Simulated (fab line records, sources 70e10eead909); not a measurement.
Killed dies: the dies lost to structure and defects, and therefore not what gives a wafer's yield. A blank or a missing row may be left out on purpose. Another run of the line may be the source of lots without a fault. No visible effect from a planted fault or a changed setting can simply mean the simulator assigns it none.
Comparing a struck lot with a sound one + flow nand_harc + 40 out of 1302 route steps
Sound: these wafers, L826.1, L826.4, L826.5. Struck: wafers L841.2, L841.4, L841.5. The cause is given at the end.
For every step that has rows: the tool of each side, followed by ch and its chambers, followed by its first start. Under that, the readings that differ: sound wafers + struck wafers + difference of the means + sigmas: that difference in standard deviations of wafers without a fault.
alike: words and numbers the same on both sides, and readings whose means are apart by under 2 such deviations; not compared: readings that were withheld, readings missing a value for some wafer, numbers with overlapping values and no deviation given by the record, and bounds like >300 which may hide the same value.
Wherever a step has rows on one side only, a row that says differs or no value, or a row with sigmas, the two part there. Numbers that don't overlap but have no deviation are shown without sigmas and don't part them. A reading missing from all wafers of one side parts the sides only when that side holds two or more wafers.

first, 2 steps without rows for these wafers: NHARC_A_DECK1_JOINT_ANNEAL_28 (time 1800 s); NHARC_A_DECK1_JOINT_ANNEAL_29 (time 1800 s).
NHARC_A_DECK1_JOINT_CMP_02: polishes SiOx.
  sound on cmp-04 ch 1,2,3, day 14 19:16; struck on cmp-01 ch 0,1,2, day 20 16:00
  alike: motor_current_A
next, for these wafers, 1 step has no rows: NHARC_A_DECK1_JOINT_SRD_15.
NHARC_A_DECK1_JOINT_DEP_16: deposits SiO2, target thk 45 nm.
  sound on pecvd-03 ch 0,1,2, day 14 19:38; struck on pecvd-04 ch 0,1,2, day 20 16:23
| reading          | sound          | struck         | difference | sigmas |
|------------------|----------------|----------------|------------|--------|
| flow_sccm (sccm) | 2640 2639 2637 | 2662 2655 2653 | +18        | +2     |
  alike: heater_power_w, throttle_valve_pct
NHARC_A_DECK1_JOINT_THK_MEAS_17: measures by ellipsometry.
  struck on film_metro-02, day 20 16:40; sound on film_metro-02, day 14 19:55
  alike: thk_nm
NHARC_A_DECK1_JOINT_INSPECT_05:
  struck on defect_inspect-01, day 20 16:43; sound on defect_inspect-02, day 14 19:56
  alike: raw_defect_count
then, no rows for these wafers at 1 step: NHARC_A_ONON_D2_DEP_00 (target thk 1000 nm).
NHARC_A_ONON_D2_THK_MEAS_02: measures by ellipsometry.
  struck on film_metro-02, day 20 17:17; sound on film_metro-02, day 14 20:31
  alike: thk_nm
then, no rows for these wafers at 1 step: NHARC_A_ONON_D2_DEP_03 (target thk 1000 nm).
NHARC_A_ONON_D2_THK_MEAS_05: measures by ellipsometry.
  struck on film_metro-01, day 20 17:51; sound on film_metro-02, day 14 21:05
| reading     | sound         | struck         | difference | sigmas |
|-------------|---------------|----------------|------------|--------|
| thk_nm (nm) | 1000 999 1000 | 1031 1031 1029 | +31        | +3     |
NHARC_A_ONON_D2_DEP_06: target thk 1000 nm.
  sound on pecvd_onon-03 ch 0, day 14 21:08; struck on pecvd_onon-03 ch 0, day 20 17:58
  alike: n2o_flow_sccm
NHARC_A_ONON_D2_THK_MEAS_08: measures by ellipsometry.
  struck on film_metro-02, day 20 18:25; sound on film_metro-02, day 14 21:39
  alike: thk_nm
then, no rows for these wafers at 1 step: NHARC_A_ONON_D2_DEP_09 (target thk 1000 nm).
NHARC_A_ONON_D2_THK_MEAS_11: measures by ellipsometry.
  struck on film_metro-01, day 20 18:59; sound on film_metro-02, day 14 22:14
  alike: thk_nm
then, no rows for these wafers at 1 step: NHARC_A_ONON_D2_DEP_12 (target thk 1000 nm).
NHARC_A_ONON_D2_THK_MEAS_14: measures by ellipsometry.
  struck on film_metro-01, day 20 19:33; sound on film_metro-01, day 14 22:47
  alike: thk_nm
then, 2 steps without rows for these wafers: NHARC_A_ONON_D2_ANNEAL_15 (time 3600 s); NHARC_A_ONON_D2_DEP_16 (target thk 1000 nm).
NHARC_A_ONON_D2_THK_MEAS_18: measures by ellipsometry.
  struck on film_metro-01, day 21 03:19; sound on film_metro-02, day 15 06:08
  alike: thk_nm
then, no rows for these wafers at 1 step: NHARC_A_ONON_D2_DEP_19 (target thk 1000 nm).
NHARC_A_ONON_D2_THK_MEAS_21: measures by ellipsometry.
  struck on film_metro-02, day 21 03:53; sound on film_metro-01, day 15 06:43
  alike: thk_nm
then, no rows for these wafers at 1 step: NHARC_A_ONON_D2_DEP_22 (target thk 1000 nm).
NHARC_A_ONON_D2_THK_MEAS_24: measures by ellipsometry.
  struck on film_metro-02, day 21 04:27; sound on film_metro-01, day 15 07:16
  alike: thk_nm
then, no rows for these wafers at 1 step: NHARC_A_ONON_D2_DEP_25 (target thk 1000 nm).
NHARC_A_ONON_D2_THK_MEAS_27: measures by ellipsometry.
  struck on film_metro-02, day 21 05:01; sound on film_metro-01, day 15 07:50
  alike: thk_nm
then, no rows for these wafers at 1 step: NHARC_A_ONON_D2_DEP_28 (target thk 1000 nm).
NHARC_A_ONON_D2_THK_MEAS_30: measures by ellipsometry.
  struck on film_metro-01, day 21 05:35; sound on film_metro-01, day 15 08:24
  alike: thk_nm
NHARC_A_ONON_D2_DEP_33: deposits SiO2, target thk 200 nm.
  sound on pecvd-02 ch 0,1,2, day 15 08:27; struck on pecvd-01 ch 1,2, day 21 05:41
  alike: flow_sccm, heater_power_w, throttle_valve_pct
NHARC_A_ONON_D2_THK_MEAS_34: measures by ellipsometry.
  struck on film_metro-01, day 21 06:03; sound on film_metro-01, day 15 08:52
  alike: thk_nm
NHARC_A_CHANNEL_HOLE_D2_DEP_00: deposits aC, target thk 3100 nm.
  sound on acl_dep-01 ch 0, day 15 09:57; struck on acl_dep-01 ch 0, day 21 09:11
  alike: throttle_valve_pct
NHARC_A_CHANNEL_HOLE_D2_DEP_01: deposits SiON, target thk 140 nm.
  sound on pecvd-04 ch 0,2, day 15 11:54; struck on pecvd-04 ch 1,2, day 21 10:49
  alike: heater_power_w
then, 7 steps without rows for these wafers: NHARC_A_CHANNEL_HOLE_D2_DEHYDRATE_02 (time 120 s); NHARC_A_CHANNEL_HOLE_D2_HMDS_03 (time 30 s); NHARC_A_CHANNEL_HOLE_D2_COAT_36 (time 75 s); NHARC_A_CHANNEL_HOLE_D2_COAT_37 (time 65 s); NHARC_A_CHANNEL_HOLE_D2_COAT_04 (resist thk 90 nm); NHARC_A_CHANNEL_HOLE_D2_SOFTBAKE_05 (time 55 s); NHARC_A_CHANNEL_HOLE_D2_EBR_06.
-- record jumps: 11 days between struck wafers' starts before vs after; left off in module A_CHANNEL_HOLE_D2, resumes in module END, first step shown is number 1302 of the route --
NHARC_END_SORT_01:
  the record has rows for the struck wafers here (prober-01 ch 0, day 32 22:04) and none for the sound ones

WHERE THEY PART
Last at NHARC_END_SORT_01 as far as this record goes, first at NHARC_A_DECK1_JOINT_DEP_16.

WHY: what the simulator had put in
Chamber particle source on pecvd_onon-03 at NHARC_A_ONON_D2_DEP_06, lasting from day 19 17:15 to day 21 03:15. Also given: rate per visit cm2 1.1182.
